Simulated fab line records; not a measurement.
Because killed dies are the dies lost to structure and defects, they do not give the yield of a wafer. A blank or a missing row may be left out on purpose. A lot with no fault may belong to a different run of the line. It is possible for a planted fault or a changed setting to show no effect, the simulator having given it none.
Chamber matching || flow n5_finfet || rie_diel-06 running N5_BEOL_M8_ETCH_61: 4 sister chambers
The step etches SiARC in CF4, target depth 45.5 nm, time 75.8 s. 18 wafers are shown with their chamber, then 9 later ones without.

== WAFERS WITH THEIR CHAMBER ==
{"wafer": "L074.1", "chamber": 3, "drypump_motor_current_A (A)": 5.8, "showerhead_plenum_p_Torr (Torr)": 2.13, "etch_rf_on_time_s (s)": 75.4}
{"wafer": "L074.2", "chamber": 0, "drypump_motor_current_A (A)": 4.9, "showerhead_plenum_p_Torr (Torr)": 2.09, "etch_rf_on_time_s (s)": 75.2}
{"wafer": "L074.3", "chamber": 1, "drypump_motor_current_A (A)": 5.2, "showerhead_plenum_p_Torr (Torr)": 2.15, "etch_rf_on_time_s (s)": 77.3}
{"wafer": "L076.1", "chamber": 2, "drypump_motor_current_A (A)": 6.6, "showerhead_plenum_p_Torr (Torr)": 2.19, "etch_rf_on_time_s (s)": 78.0}
{"wafer": "L076.4", "chamber": 3, "drypump_motor_current_A (A)": 5.8, "showerhead_plenum_p_Torr (Torr)": 2.13, "etch_rf_on_time_s (s)": 76.0}
{"wafer": "L076.5", "chamber": 0, "drypump_motor_current_A (A)": 4.9, "showerhead_plenum_p_Torr (Torr)": 2.09, "etch_rf_on_time_s (s)": 76.2}
{"wafer": "L078.1", "chamber": 3, "drypump_motor_current_A (A)": 5.8, "showerhead_plenum_p_Torr (Torr)": 2.13, "etch_rf_on_time_s (s)": 77.0}
{"wafer": "L078.5", "chamber": 0, "drypump_motor_current_A (A)": 4.9, "showerhead_plenum_p_Torr (Torr)": 2.09, "etch_rf_on_time_s (s)": 76.7}
{"wafer": "L078.6", "chamber": 3, "drypump_motor_current_A (A)": 5.8, "showerhead_plenum_p_Torr (Torr)": 2.13, "etch_rf_on_time_s (s)": 76.6}
{"wafer": "L077.1", "chamber": 1, "drypump_motor_current_A (A)": 5.2, "showerhead_plenum_p_Torr (Torr)": 2.14, "etch_rf_on_time_s (s)": 77.5}
{"wafer": "L077.3", "chamber": 0, "drypump_motor_current_A (A)": 4.9, "showerhead_plenum_p_Torr (Torr)": 2.09, "etch_rf_on_time_s (s)": 76.2}
{"wafer": "L077.5", "chamber": 1, "drypump_motor_current_A (A)": 5.1, "showerhead_plenum_p_Torr (Torr)": 2.14, "etch_rf_on_time_s (s)": 77.7}
{"wafer": "L085.2", "chamber": 2, "drypump_motor_current_A (A)": 6.6, "showerhead_plenum_p_Torr (Torr)": 2.19, "etch_rf_on_time_s (s)": 78.2}
{"wafer": "L085.3", "chamber": 0, "drypump_motor_current_A (A)": 4.9, "showerhead_plenum_p_Torr (Torr)": 2.09, "etch_rf_on_time_s (s)": 76.5}
{"wafer": "L085.4", "chamber": 1, "drypump_motor_current_A (A)": 5.1, "showerhead_plenum_p_Torr (Torr)": 2.14, "etch_rf_on_time_s (s)": 77.3}
{"wafer": "L089.1", "chamber": 0, "drypump_motor_current_A (A)": 4.9, "showerhead_plenum_p_Torr (Torr)": 2.08, "etch_rf_on_time_s (s)": 75.6}
{"wafer": "L089.2", "chamber": 3, "drypump_motor_current_A (A)": 5.8, "showerhead_plenum_p_Torr (Torr)": 2.12, "etch_rf_on_time_s (s)": 76.8}
{"wafer": "L089.3", "chamber": 2, "drypump_motor_current_A (A)": 6.6, "showerhead_plenum_p_Torr (Torr)": 2.19, "etch_rf_on_time_s (s)": 78.2}

SIGNATURES (means of the wafers above)
{"reading": "drypump_motor_current_A", "chamber 0": 4.900, "chamber 1": 5.150, "chamber 2": 6.600, "chamber 3": 5.800, "scatter within a chamber": 0.0267}
{"reading": "showerhead_plenum_p_Torr", "chamber 0": 2.0883, "chamber 1": 2.1425, "chamber 2": 2.1900, "chamber 3": 2.1280, "scatter within a chamber": 0.00413}
{"reading": "etch_rf_on_time_s", "chamber 0": 76.067, "chamber 1": 77.450, "chamber 2": 78.133, "chamber 3": 76.360, "scatter within a chamber": 0.496}
Rule: a wafer's distance from a chamber is the root of the sum, over the readings, of the square of ((its reading less the chamber's mean) divided by the reading's scatter). If the next closest chamber is less than 2 further off than the closest, the wafer can't be placed; otherwise it belongs to the closest. The scatter is the square root of a quotient: the sum, over the shown wafers, of each reading's squared deviation from its chamber's mean, divided by wafers minus chambers.

== WAFERS WITHOUT THEIR CHAMBER ==
{"wafer": "L090.1", "drypump_motor_current_A (A)": 5.1, "showerhead_plenum_p_Torr (Torr)": 2.13, "etch_rf_on_time_s (s)": 76.0}
{"wafer": "L090.5", "drypump_motor_current_A (A)": 5.1, "showerhead_plenum_p_Torr (Torr)": 2.13, "etch_rf_on_time_s (s)": 77.2}
{"wafer": "L090.6", "drypump_motor_current_A (A)": 4.9, "showerhead_plenum_p_Torr (Torr)": 2.08, "etch_rf_on_time_s (s)": 74.4}
{"wafer": "L091.1", "drypump_motor_current_A (A)": 5.8, "showerhead_plenum_p_Torr (Torr)": 2.12, "etch_rf_on_time_s (s)": 76.3}
{"wafer": "L091.3", "drypump_motor_current_A (A)": 6.6, "showerhead_plenum_p_Torr (Torr)": 2.19, "etch_rf_on_time_s (s)": 77.2}
{"wafer": "L091.6", "drypump_motor_current_A (A)": 6.6, "showerhead_plenum_p_Torr (Torr)": 2.19, "etch_rf_on_time_s (s)": 77.7}
{"wafer": "L095.1", "drypump_motor_current_A (A)": 4.9, "showerhead_plenum_p_Torr (Torr)": 2.08, "etch_rf_on_time_s (s)": 75.4}
{"wafer": "L095.2", "drypump_motor_current_A (A)": 5.2, "showerhead_plenum_p_Torr (Torr)": 2.13, "etch_rf_on_time_s (s)": 76.8}
{"wafer": "L095.4", "drypump_motor_current_A (A)": 5.2, "showerhead_plenum_p_Torr (Torr)": 2.13, "etch_rf_on_time_s (s)": 77.2}

== CHAMBER TAKEN BY EACH ==
{"wafer": "L090.1", "from the rows above": 1, "in truth": 1}
{"wafer": "L090.5", "from the rows above": 1, "in truth": 1}
{"wafer": "L090.6", "from the rows above": 0, "in truth": 0}
{"wafer": "L091.1", "from the rows above": 3, "in truth": 3}
{"wafer": "L091.3", "from the rows above": 2, "in truth": 2}
{"wafer": "L091.6", "from the rows above": 2, "in truth": 2}
{"wafer": "L095.1", "from the rows above": 0, "in truth": 0}
{"wafer": "L095.2", "from the rows above": 1, "in truth": 1}
{"wafer": "L095.4", "from the rows above": 1, "in truth": 1}
Placed correctly: 9 of 9. Number that these rows cannot place: 0. Wrongly placed: 0.
